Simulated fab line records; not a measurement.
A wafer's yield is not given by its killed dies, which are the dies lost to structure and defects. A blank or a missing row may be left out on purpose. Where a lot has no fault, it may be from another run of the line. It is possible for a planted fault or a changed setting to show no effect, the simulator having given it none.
Which tool was responsible? ; flow n5Finfet ; 24 wafers from 8 lots sampled at 7 of the route's 1938 steps

WHAT THE GAUGES SHOWED, per wafer
N5_BEOL_M0_SAQP_INSPECT_42: inspects for defects (brightfield). Usual: rawDefectCount reads 289 (standard deviation 79).
lot;measured;on;rawDefectCount;flag
L147;day 6 01:01;defectInspect-01;222 298 256;
L150;day 6 15:48;defectInspect-01;239 222 234;
L157;day 8 15:58;defectInspect-02;343 324 373;
L164;day 10 04:17;defectInspect-01;205 272 213;
L165;day 10 11:51;defectInspect-01;707 717 889;OFF
L167;day 10 19:46;defectInspect-01;605 650 753;OFF
L168;day 11 01:26;defectInspect-01;202 185 189;
L169;day 11 15:40;defectInspect-01;243 345 346;

N5_BEOL_M0_CUTY_INSPECT_59: inspects for defects (macro). Usual: rawDefectCount reads 2.0 (standard deviation 1.3).
lot;measured;on;rawDefectCount;flag
L147;day 6 02:24;defectInspect-02;3 3 4;
L150;day 6 17:11;defectInspect-01;5 6 1;
L157;day 8 17:33;defectInspect-02;1 2 3;
L164;day 10 05:41;defectInspect-02;2 2 1;
L165;day 10 13:29;defectInspect-01;>300 >300 >300;OFF
L167;day 10 21:14;defectInspect-01;>300 >300 >300;OFF
L168;day 11 02:59;defectInspect-02;2 1 3;
L169;day 11 17:04;defectInspect-02;0 0 4;

N5_BEOL_M4_RC_MEAS_101. Usual: DIBL_N 36.0 mV/V, standard deviation 1.9; DIBL_P 35.6 mV/V, standard deviation 2.2; IOFF_N 0.15 nA/um, standard deviation 0.031; IOFF_P 0.19 nA/um, standard deviation 0.032; ION_N 668 uA/um, standard deviation 11; ION_P 455 uA/um, standard deviation 7.2; SS_N 71.5 mV/dec, standard deviation 0.65; SS_P 73.4 mV/dec, standard deviation 0.64; VT_N 251 mV, standard deviation 3.6; VT_P -253 mV, standard deviation 3.3.
lot;measured;on;DIBL_N (mV/V);DIBL_P (mV/V);IOFF_N (nA/um);IOFF_P (nA/um);ION_N (uA/um);ION_P (uA/um);SS_N (mV/dec);SS_P (mV/dec);VT_N (mV);VT_P (mV);flag
L147;day 9 01:53;prober-02;35.0 35.1 36.2;34.2 34.4 36.1;0.11 0.12 0.13;0.14 0.14 0.16;661 658 669;445 444 453;72.1 71.0 71.8;72.7 72.9 73.5;258 254 252;-259 -256 -258;
L150;day 9 23:53;prober-01;34.7 40.0 37.7;34.5 38.0 36.0;0.14 0.23 0.18;0.19 0.25 0.22;665 681 669;458 457 465;70.7 72.7 71.5;72.5 74.4 74.2;252 249 249;-251 -250 -251;
L157;day 13 04:21;prober-02;33.7 33.0 34.4;31.6 31.3 33.1;0.12 0.12 0.13;0.15 0.15 0.17;657 653 658;449 451 456;70.3 70.8 70.9;73.2 72.9 73.0;254 254 253;-255 -258 -253;
L164;day 14 01:58;prober-02;39.8 38.8 38.1;39.7 38.4 37.0;0.22 0.18 0.17;0.24 0.24 0.20;700 674 671;467 462 458;71.8 72.7 71.4;74.1 74.6 73.9;248 248 250;-250 -252 -253;
L165;day 14 19:54;prober-01;37.3 36.7 38.7;36.5 35.3 39.4;0.17 0.15 0.21;0.20 0.18 0.25;679 665 686;457 451 462;71.4 72.2 72.4;73.6 72.7 73.9;247 250 243;-251 -253 -251;
L167;day 14 13:58;prober-02;38.4 35.8 36.5;38.5 34.8 36.0;0.20 0.15 0.17;0.25 0.20 0.22;679 679 675;460 463 465;72.8 71.7 72.1;73.9 73.3 74.1;247 251 250;-249 -251 -252;
L168;day 14 21:43;prober-02;33.1 34.7 34.6;33.5 35.8 37.0;0.11 0.13 0.14;0.13 0.16 0.17;662 666 665;444 443 449;70.6 71.6 71.9;72.9 73.6 74.3;259 255 252;-262 -262 -259;
L169;day 16 01:31;prober-01;34.9 34.3 37.0;33.6 33.6 36.7;0.13 0.12 0.16;0.17 0.18 0.24;671 653 684;460 451 469;71.2 70.9 71.4;73.1 73.2 74.6;250 254 248;-252 -253 -246;

WHICH TOOL RAN EACH LOT (tool, then ch and the chambers of the sampled wafers, then the start)
lot;N5_BEOL_M0_SAQP_STRIP_86;N5_BEOL_M0_SAQP_STRIP_115;N5_BEOL_M0_SAQP_SPACER2_ALD_26;N5_BEOL_M0_SAQP_DESCUM_45
L147;rieDiel-05 ch 0,1,2, day 5 21:31;wetBench-04 ch 0,1,4, day 5 21:34;aldSin-03 ch 0,1,3, day 5 23:49;rieDiel-02 ch 0,1,3, day 6 01:02
L150;rieDiel-02 ch 0,2,3, day 6 12:14;wetBench-04 ch 1,5,6, day 6 12:18;aldSin-02 ch 1,2, day 6 14:32;rieDiel-05 ch 1,3, day 6 15:50
L157;rieDiel-02 ch 0,2, day 8 10:42;wetBench-01 ch 2,5,6, day 8 10:46;aldSin-02 ch 1,2,3, day 8 14:41;rieDiel-03 ch 0,2, day 8 16:09
L164;rieDiel-03 ch 1,2, day 10 00:35;wetBench-01 ch 2,3,6, day 10 00:39;aldSin-01 ch 0,1,2, day 10 03:08;rieDiel-03 ch 0,1,3, day 10 04:20
L165;rieDiel-02 ch 2,3, day 10 08:20;wetBench-01 ch 1,5,6, day 10 08:25;aldSin-02 ch 1,2, day 10 10:43;rieDiel-02 ch 0,2,3, day 10 11:53
L167;rieDiel-05 ch 1,3, day 10 15:17;wetBench-01 ch 2,3,5, day 10 15:21;aldSin-01 ch 1,2,3, day 10 18:37;rieDiel-03 ch 0,1, day 10 19:50
L168;rieDiel-02 ch 1,3, day 10 21:55;wetBench-04 ch 0,1,5, day 10 21:59;aldSin-03 ch 1,2,3, day 11 00:14;rieDiel-05 ch 0,1,2, day 11 01:30
L169;rieDiel-02 ch 1,2, day 11 10:28;wetBench-04 ch 1,2,3, day 11 10:31;aldSin-01 ch 0,1,2, day 11 13:16;rieDiel-03 ch 1,2,3, day 11 15:42
- N5_BEOL_M0_SAQP_STRIP_86: strips in N2/H2.
- N5_BEOL_M0_SAQP_STRIP_115: strips in post etch residue remover, time 60 s.
- N5_BEOL_M0_SAQP_SPACER2_ALD_26: deposits SiO2, target thk 15 nm, pulse time 1 s, purge time 2 s.
- N5_BEOL_M0_SAQP_DESCUM_45: chemistry O2, time 7 s.

AS READ BY THE TOOLS THEMSELVES (means over the sampled wafers that have a number; for cases with no such wafer, the mark the record gives instead)
N5_BEOL_M0_SAQP_STRIP_86. Usual: for chamberPressureMTorr, 50.00 mTorr with a standard deviation of 0.071; for drypumpMotorCurrentA, 5.7 A with a standard deviation of 0.49; for oesProductAu, 0.75 a.u. with a standard deviation of 0.073; for rfVppV, 122.0 V with a standard deviation of 1.4; for showerheadPlenumPTorr, 3.36 Torr with a standard deviation of 0.13; for tempC, 40.01 C with a standard deviation of 0.11; for throttleValvePct, 18.70 % with a standard deviation of 0.23.
lot;tool;chamberPressureMTorr (mTorr);drypumpMotorCurrentA (A);oesProductAu (a.u.);rfVppV (V);showerheadPlenumPTorr (Torr);tempC (C);throttleValvePct (%);flag
L147;rieDiel-05;50.01;5.5;0.76;122.2;3.35;40.02;18.65;
L150;rieDiel-02;49.96;5.5;0.73;121.4;3.38;39.95;18.72;
L157;rieDiel-02;50.07;5.4;0.73;121.6;3.47;40.03;18.93;
L164;rieDiel-03;50.07;5.9;0.76;122.8;3.39;39.94;18.70;
L165;rieDiel-02;49.93;5.7;0.73;122.1;3.37;39.94;18.85;
L167;rieDiel-05;50.02;5.1;0.75;121.4;3.45;40.00;18.44;
L168;rieDiel-02;50.05;6.1;0.72;120.8;3.18;40.03;18.59;
L169;rieDiel-02;49.98;6.2;0.74;122.5;3.29;40.07;18.88;

N5_BEOL_M0_SAQP_STRIP_115. Usual: tempC reads 24.99 C (standard deviation 0.1).
lot;tool;tempC (C);flag
L147;wetBench-04;24.92;
L150;wetBench-04;25.13;
L157;wetBench-01;25.02;
L164;wetBench-01;25.05;
L165;wetBench-01;24.97;
L167;wetBench-01;24.92;
L168;wetBench-04;24.85;
L169;wetBench-04;25.03;

N5_BEOL_M0_SAQP_SPACER2_ALD_26. Usual: chamberPressureTorr 2.000 Torr, standard deviation 0.0045; heaterPowerW 465 W, standard deviation 25; precursorPulseHeightRel 1.000, standard deviation 0.019.
lot;tool;chamberPressureTorr (Torr);heaterPowerW (W);precursorPulseHeightRel;flag
L147;aldSin-03;2.002;483;0.989;
L150;aldSin-02;2.000;448;1.009;
L157;aldSin-02;1.995;454;1.007;
L164;aldSin-01;2.004;469;0.976;
L165;aldSin-02;1.995;459;0.998;
L167;aldSin-01;2.002;475;0.991;
L168;aldSin-03;2.000;459;0.992;
L169;aldSin-01;1.996;469;0.998;

N5_BEOL_M0_SAQP_DESCUM_45. Usual: for chamberPressureMTorr, 20.001 mTorr with a standard deviation of 0.019; for drypumpMotorCurrentA, 5.6 A with a standard deviation of 0.46; for oesProductAu, 0.76 a.u. with a standard deviation of 0.091; for rfVppV, 243.3 V with a standard deviation of 1.4; for showerheadPlenumPTorr, 2.11 Torr with a standard deviation of 0.072; for tempC, 39.98 C with a standard deviation of 0.1; for throttleValvePct, 20.30 % with a standard deviation of 0.19.
lot;tool;chamberPressureMTorr (mTorr);drypumpMotorCurrentA (A);oesProductAu (a.u.);rfVppV (V);showerheadPlenumPTorr (Torr);tempC (C);throttleValvePct (%);flag
L147;rieDiel-02;19.998;5.8;0.75;243.2;2.06;40.01;20.36;
L150;rieDiel-05;20.001;5.1;0.76;244.9;2.18;40.00;20.26;
L157;rieDiel-03;20.013;5.3;0.71;243.8;2.14;40.04;20.34;
L164;rieDiel-03;20.016;5.5;0.82;243.2;2.10;39.91;20.16;
L165;rieDiel-02;20.008;5.5;0.70;243.0;2.10;39.92;20.34;
L167;rieDiel-03;20.003;5.9;0.85;243.5;2.08;39.95;20.08;
L168;rieDiel-05;19.991;5.5;0.94;243.9;2.18;40.00;20.28;
L169;rieDiel-03;20.004;5.7;0.91;243.0;2.09;39.94;19.99;

THE ANSWER, worked out from the rows above alone
Rule: a lot counts as off when the mean over its wafers that have a number is more than 3 standard deviations away from the usual mean. Also off: a lot with no number at a reading for which 4 or more lots have one. Where the step has rows for the other lots, those lots are counted as sound. The gauges are gone through in route order, then the tools' own readings, and for those a lot's mean is taken as printed above. The first step at which some lot is off is used, and at that step the reading that is off furthest; a lot without a number counts as furthest.
Off: L165, L167 (N5_BEOL_M0_SAQP_INSPECT_42, rawDefectCount).
If a tool, at a process step before that reading, ran all the lots that are off and no sound lot after the first of them, it fits. The gauges at N5_BEOL_M0_SAQP_INSPECT_42 are tried like those tools. One fits: N5_BEOL_M0_SAQP_STRIP_115 on wetBench-01. A fault onset in the window from L164 (day 10 00:39, its last sound lot) to L165 (day 10 08:25, its first lot off) fits.

WHAT THE SIMULATOR HAD PUT IN
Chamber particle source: wetBench-01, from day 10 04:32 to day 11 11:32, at N5_BEOL_M0_SAQP_STRIP_115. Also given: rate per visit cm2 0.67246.
Shown lots that were struck: L165, L167. The rule above found the same.
